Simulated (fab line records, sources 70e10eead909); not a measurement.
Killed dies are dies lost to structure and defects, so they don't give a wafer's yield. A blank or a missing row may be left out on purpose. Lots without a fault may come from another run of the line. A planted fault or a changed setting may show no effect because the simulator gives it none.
Which tool did it? | flow nand_harc | 24 lots, 72 wafers sampled, at 2 steps of a route of 1159

WHAT THE GAUGES READ, wafer by wafer
NHARC_A_M0_CD_MEAS_09: target cd 80 nm.
lot  | measured     | on        | cd_nm (nm)
L076 | day 17 23:04 | cd_sem-02 | 79.7 80.3 79.5
L075 | day 18 02:12 | cd_sem-02 | 79.6 79.9 81.1
L077 | day 18 03:32 | cd_sem-03 | 80.5 79.1 79.0
L080 | day 18 06:49 | cd_sem-02 | 78.8 79.5 78.6
L078 | day 18 13:22 | cd_sem-03 | 80.0 79.9 79.5
L079 | day 18 17:53 | cd_sem-03 | 80.1 78.9 79.8
L074 | day 19 01:59 | cd_sem-02 | 79.2 78.8 79.7
L081 | day 19 07:23 | cd_sem-02 | 80.5 80.1 79.9
L082 | day 19 11:04 | cd_sem-03 | 80.2 79.8 80.7
L083 | day 19 19:18 | cd_sem-02 | 79.0 79.9 80.2
L085 | day 19 19:43 | cd_sem-03 | 80.5 80.0 80.0
L084 | day 20 16:41 | cd_sem-03 | 79.2 79.5 79.8
L088 | day 20 22:00 | cd_sem-02 | 79.6 80.1 79.6
L087 | day 20 22:23 | cd_sem-03 | 81.0 80.5 80.8
L086 | day 21 04:29 | cd_sem-03 | 80.2 80.5 81.0
L089 | day 21 15:36 | cd_sem-01 | 79.3 79.6 79.5
L090 | day 21 23:49 | cd_sem-01 | 79.6 80.5 80.0
L094 | day 22 00:50 | cd_sem-01 | 80.2 79.4 79.8
L091 | day 22 04:26 | cd_sem-03 | 79.6 79.8 81.2
L092 | day 22 07:59 | cd_sem-03 | 80.3 79.2 79.1
L093 | day 22 08:23 | cd_sem-01 | 80.7 80.0 79.8
L095 | day 22 16:49 | cd_sem-01 | 80.1 80.3 80.1
L096 | day 22 20:28 | cd_sem-03 | 80.6 79.3 80.1
L097 | day 23 04:59 | cd_sem-02 | 79.9 78.7 80.5

WHICH TOOL RAN EACH LOT (tool, then ch and the chambers of the sampled wafers, then the start)
lot  | NHARC_A_BLC_ETCH_18
L076 | rie_diel-08 ch 1,2,3, day 17 23:04 or earlier
L075 | rie_diel-04 ch 0,1, day 18 02:12 or earlier
L077 | rie_diel-04 ch 2,3, day 18 03:32 or earlier
L080 | rie_diel-04 ch 1,2,3, day 18 06:49 or earlier
L078 | rie_diel-08 ch 0,1, day 18 13:22 or earlier
L079 | rie_diel-04 ch 0,1,2, day 18 17:53 or earlier
L074 | rie_diel-08 ch 1,2,3, day 19 01:59 or earlier
L081 | rie_diel-08 ch 1,2, day 19 07:23 or earlier
L082 | rie_diel-08 ch 1,3, day 19 11:04 or earlier
L083 | rie_diel-04 ch 0,1,3, day 19 19:18 or earlier
L085 | rie_diel-08 ch 0,1,3, day 19 19:43 or earlier
L084 | rie_diel-04 ch 0,1,2, day 20 16:41 or earlier
L088 | rie_diel-08 ch 2,3, day 20 22:00 or earlier
L087 | rie_diel-04 ch 0,2,3, day 20 22:23 or earlier
L086 | rie_diel-08 ch 0,1,2, day 21 04:29 or earlier
L089 | rie_diel-04 ch 0,1,3, day 21 15:36 or earlier
L090 | rie_diel-08 ch 0,1,2, day 21 23:49 or earlier
L094 | rie_diel-13 ch 0,1,2, day 22 00:50 or earlier
L091 | rie_diel-08 ch 2,3, day 22 04:26 or earlier
L092 | rie_diel-08 ch 1,2,3, day 22 07:59 or earlier
L093 | rie_diel-13 ch 0,3, day 22 08:23 or earlier
L095 | rie_diel-04 ch 0,2,3, day 22 16:49 or earlier
L096 | rie_diel-08 ch 0,2, day 22 20:28 or earlier
L097 | rie_diel-04 ch 0,3, day 23 04:59 or earlier
- NHARC_A_BLC_ETCH_18: etches the open film in C4F8/O2/Ar, target depth 910 nm.

WHAT THE TOOLS THEMSELVES READ (means of the sampled wafers that have a number; where no wafer has one, the mark that the record gives instead)
NHARC_A_BLC_ETCH_18.
lot  | tool        | oes_product_au (a.u.) | rf_vpp_V (V)
L076 | rie_diel-08 | 0.968                 | 975
L075 | rie_diel-04 | 0.968                 | 978
L077 | rie_diel-04 | 0.918                 | 969
L080 | rie_diel-04 | 0.926                 | 971
L078 | rie_diel-08 | 0.919                 | 977
L079 | rie_diel-04 | 0.924                 | 977
L074 | rie_diel-08 | 0.964                 | 975
L081 | rie_diel-08 | 0.915                 | 976
L082 | rie_diel-08 | 0.929                 | 972
L083 | rie_diel-04 | 0.946                 | 977
L085 | rie_diel-08 | 0.928                 | 977
L084 | rie_diel-04 | 0.926                 | 976
L088 | rie_diel-08 | 0.926                 | 974
L087 | rie_diel-04 | 0.929                 | 973
L086 | rie_diel-08 | 0.920                 | 978
L089 | rie_diel-04 | 0.975                 | 977
L090 | rie_diel-08 | 0.961                 | 978
L094 | rie_diel-13 | 0.952                 | 983
L091 | rie_diel-08 | 0.957                 | 977
L092 | rie_diel-08 | 0.955                 | 975
L093 | rie_diel-13 | 0.961                 | 983
L095 | rie_diel-04 | 0.973                 | 974
L096 | rie_diel-08 | 0.947                 | 981
L097 | rie_diel-04 | 0.959                 | 980

THE ANSWER, worked out from the rows above alone
Rule: what is usual is taken from the lots themselves. Put in order of their means at a reading, lots are off if they are a third of the lots or fewer, leave a main group of 4 or more, and stand apart from it by a gap of 3 or more times the standard deviation of the main group's means; of several such gaps the widest counts. A main group whose means are all the same, to the digits that the tables above print for the reading, isn't used. A lot without any number at a reading at which 4 lots or more have one is off too. The other lots that the step has rows for count as sound. The gauges are gone through in route order, then the tools' own readings, and for those a lot's mean is taken as printed above. The first step at which some lot is off is used, and at that step the reading that is off furthest; a lot without a number counts as furthest.
No lot is off at any reading shown: from this, nothing can be told.

WHAT THE SIMULATOR HAD PUT IN
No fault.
